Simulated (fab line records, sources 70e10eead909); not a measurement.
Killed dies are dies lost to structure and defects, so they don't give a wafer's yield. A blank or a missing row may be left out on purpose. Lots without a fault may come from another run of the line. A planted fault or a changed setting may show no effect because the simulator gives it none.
Problem report in the 8D (eight disciplines) form, filled by code | flow nand_harc | the parts of the form that need people (team, actions taken, sign-off) are left out

1. THE PROBLEM
heater_power_total_W at NHARC_A_SLIT_SOFTBAKE_04 reads a mean of 182.96 W on 9 wafers of 3 lots; wafers without a fault read 188.45 W with a standard deviation of 0.14. That is -39 standard deviations from the usual mean.
The step: time 55 s.
First seen on wafer L504.1, day 25 17:00, on litho_track-01. The record holds 39 wafers of 13 lots with a number at this step. Rule for "out", or "out of limits": more than 4 standard deviations from the usual mean. The other wafers with a number count as sound.

2. WHAT IT IS AND WHAT IT IS NOT
question                    | is                     | is not
which readings at this step | heater_power_total_W   | -
which lots                  | L504, L505, L506       | L489, L491, L493, L494, L495, L496, L498, L500, L511, L512
which wafers of those lots  | all that have a number | -
read on which tools         | litho_track-01         | litho_track-04, litho_track-06
when                        | from day 25 17:00      | up to then (24 sound wafers); but 6 sound wafers of L511, L512 came after

3. SUSPECTS, AND WHAT RULES EACH OUT
Counting: a tool at a process step up to the reading stays a suspect if it ran every lot that is out and no sound lot after the first of them.
- litho_track-01 at NHARC_A_SLIT_SOFTBAKE_04 (time 55 s): kept. It ran every lot that is out, first L504 (day 25 17:00), and no sound lot after that; its last sound lot up to then is L500 (day 23 14:00). Its own readings are out on those wafers: heater_power_total_W.
Left after counting: litho_track-01 at NHARC_A_SLIT_SOFTBAKE_04.

4. THE CAUSE (what the simulator had put in)
Process parameter drift: litho_track-01, from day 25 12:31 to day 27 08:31, at NHARC_A_SLIT_SOFTBAKE_04. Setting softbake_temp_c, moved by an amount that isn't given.
Counting left only this tool.

5. THE CHAIN OF EFFECTS, in route order
Each row: a reading whose mean over the struck wafers that have a number lies more than 3 standard deviations from the usual. Only readings for which the record gives a usual standard deviation are gone through. hours: the time from each lot's start at the first step in this table that gives one to its start at this step, as a median over the lots. sigmas: the change in usual standard deviations.
hours | step                     | reading              | usual    | on struck wafers | change | sigmas
0     | NHARC_A_SLIT_SOFTBAKE_04 | heater_power_total_W | 188.45 W | 182.96           | -5.49  | -39
The process steps in it:
- NHARC_A_SLIT_SOFTBAKE_04: time 55 s.

6. WHAT WOULD HAVE CAUGHT IT SOONER
In this record the first reading out of limits was taken at day 25 17:00, 4 hours after the fault began at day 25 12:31.
